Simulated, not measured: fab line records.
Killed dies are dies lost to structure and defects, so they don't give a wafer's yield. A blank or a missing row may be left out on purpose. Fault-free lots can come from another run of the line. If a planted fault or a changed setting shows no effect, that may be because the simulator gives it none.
Which tool is to blame? ; flow nand_harc ; Sampling: 14 lots, 42 wafers, 5 of 1159 route steps

== WHAT EACH GAUGE READ, for each wafer ==
NHARC_THIN_TSV_CD_MEAS_12 targets a cd of 1000 nm.
lot;measured;on;cd_nm (nm)
L897;day 18 13:37;cd_sem-01;1003.9 1003.6 1002.7
L896;day 18 21:07;cd_sem-03;1004.5 999.8 1001.0
L899;day 18 22:11;cd_sem-01;999.4 1000.6 1002.8
L898;day 18 23:35;cd_sem-02;1000.5 999.2 995.1
L901;day 19 00:44;cd_sem-02;1001.2 999.7 1003.6
L900;day 19 23:55;cd_sem-01;1003.6 1003.3 1004.6
L903;day 20 09:12;cd_sem-02;1006.2 1000.1 1001.5
L902;day 21 02:56;cd_sem-01;1005.3 1002.3 1005.0
L904;day 21 10:27;cd_sem-02;1001.1 999.3 1003.6
L909;day 22 21:28;cd_sem-01;1000.4 1003.7 1001.0
L913;day 23 14:32;cd_sem-03;1002.9 1003.9 1000.4
L915;day 24 02:10;cd_sem-02;1002.5 1003.2 999.7
L917;day 24 10:35;cd_sem-03;996.9 1000.2 996.3
L918;day 24 09:16;cd_sem-03;1002.9 1000.9 997.6

NHARC_END_SORT_01.
lot;measured;on;killed_at_array;killed_at_other;killed_at_periphery;killed_dies;killed_open;killed_short
L909;day 23 12:39;prober-02;125 120 113;2 1 0;4 11 4;131 132 117;4 1 3;3 1 0
L913;day 24 15:56;prober-02;110 109 117;0 1 1;2 2 2;112 112 120;3 5 5;2 3 5

== WHAT TOOL EACH LOT RAN ON (gives the tool, then ch and the chambers of the sampled wafers, and finally the start) ==
lot;NHARC_A_CONTACT_ETCH_129;NHARC_THIN_TSV_CMP_21;NHARC_THIN_TSV_PRE_CLEAN_54
L897;har_cap_etch-02 ch 0,1, day 16 21:11;cmp-03 ch 0,2,3, day 18 18:01;pvd_sputter-03, day 18 18:37
L896;har_cap_etch-03 ch 0,1, day 16 22:50;cmp-02 ch 1,2, day 19 01:41;pvd_sputter-03, day 19 02:14
L899;har_cap_etch-01 ch 0,1, day 17 03:05;cmp-03 ch 0,1,3, day 19 02:36;pvd_sputter-03, day 19 03:06
L898;har_cap_etch-02 ch 0,1, day 17 06:56;cmp-03 ch 2,3, day 19 03:53;pvd_sputter-02, day 19 04:31
L901;har_cap_etch-01 ch 0,1, day 17 08:19;cmp-03 ch 1,3, day 19 05:08;pvd_sputter-03, day 19 05:38
L900;har_cap_etch-02 ch 0,1, day 18 00:16;cmp-03 ch 0,3, day 20 04:49;pvd_sputter-01, day 20 05:22
L903;har_cap_etch-02 ch 0,1, day 18 12:29;cmp-04 ch 0,2,3, day 20 13:51;pvd_sputter-02, day 20 14:20
L902;har_cap_etch-02 ch 0,1, day 18 23:05;cmp-03 ch 1,2,3, day 21 07:26;pvd_sputter-01, day 21 07:58
L904;har_cap_etch-02 ch 0,1, day 19 04:50;cmp-02 ch 1,2,3, day 21 14:48;pvd_sputter-03, day 21 15:16
L909;har_cap_etch-02 ch 0,1, day 20 13:15;cmp-03 ch 1,2,3, day 23 02:08;pvd_sputter-02, day 23 02:41
L913;har_cap_etch-02 ch 0,1, day 21 06:45;cmp-02 ch 1,2, day 23 20:12;pvd_sputter-02, day 23 20:43
L915;har_cap_etch-03 ch 0,1, day 22 03:05;cmp-04 ch 0,1,3, day 24 06:38;pvd_sputter-02, day 24 07:08
L917;har_cap_etch-03 ch 0,1, day 22 12:56;cmp-02 ch 0,3, day 24 15:15;pvd_sputter-03, day 24 15:46
L918;har_cap_etch-01 ch 0,1, day 22 13:26;cmp-03 ch 0,2,3, day 24 13:38;pvd_sputter-01, day 24 14:10
- NHARC_A_CONTACT_ETCH_129: etches the open film in C4F8/O2/Ar, time 155 s, target depth 956 nm.
- NHARC_THIN_TSV_CMP_21: polishes, t overpolish 30 s, target thk 2000 nm.
- NHARC_THIN_TSV_PRE_CLEAN_54: time 30 s.

== WHAT THE TOOLS THEMSELVES READ (means of the sampled wafers that have a number; where no wafer has one, the mark that the record gives instead) ==
NHARC_THIN_TSV_CMP_21.
lot;tool;motor_current_A (A);overpolish_run_s (s)
L897;cmp-03;13.5;29.997
L896;cmp-02;10.6;30.003
L899;cmp-03;13.9;29.995
L898;cmp-03;12.1;29.998
L901;cmp-03;13.3;30.004
L900;cmp-03;14.4;29.998
L903;cmp-04;11.0;30.004
L902;cmp-03;12.7;30.006
L904;cmp-02;10.1;29.988
L909;cmp-03;12.6;30.006
L913;cmp-02;10.5;29.999
L915;cmp-04;10.9;30.008
L917;cmp-02;11.5;30.010
L918;cmp-03;13.5;30.007

NHARC_THIN_TSV_PRE_CLEAN_54.
lot;tool;heater_power_w (W)
L897;pvd_sputter-03;382
L896;pvd_sputter-03;367
L899;pvd_sputter-03;418
L898;pvd_sputter-02;442
L901;pvd_sputter-03;407
L900;pvd_sputter-01;410
L903;pvd_sputter-02;436
L902;pvd_sputter-01;414
L904;pvd_sputter-03;367
L909;pvd_sputter-02;438
L913;pvd_sputter-02;440
L915;pvd_sputter-02;453
L917;pvd_sputter-03;402
L918;pvd_sputter-01;435

== THE ANSWER, worked out from the rows above alone ==
Rule: the usual values come from the lots themselves. The widest of any qualifying gaps counts: lots, ordered by their means at a reading, are off when they make up no more than a third of the lots, leave a main group of 4 or more, and stand apart from it by 3 or more times the standard deviation of that group's means. Not used: any main group whose means are identical at the precision the tables above print for the reading. Also off: a lot with no number at a reading for which 4 or more lots have one. Any other lot the step has rows for is counted as sound. The gauges are gone through in route order, then the tools' own readings, and for those a lot's mean is taken as printed above. At the first step where some lot is off, the reading lying furthest off is the one used; lots without a number count as furthest.
Nothing can be told from this: no lot is off at any reading shown.

== WHAT THE SIMULATOR HAD PUT IN ==
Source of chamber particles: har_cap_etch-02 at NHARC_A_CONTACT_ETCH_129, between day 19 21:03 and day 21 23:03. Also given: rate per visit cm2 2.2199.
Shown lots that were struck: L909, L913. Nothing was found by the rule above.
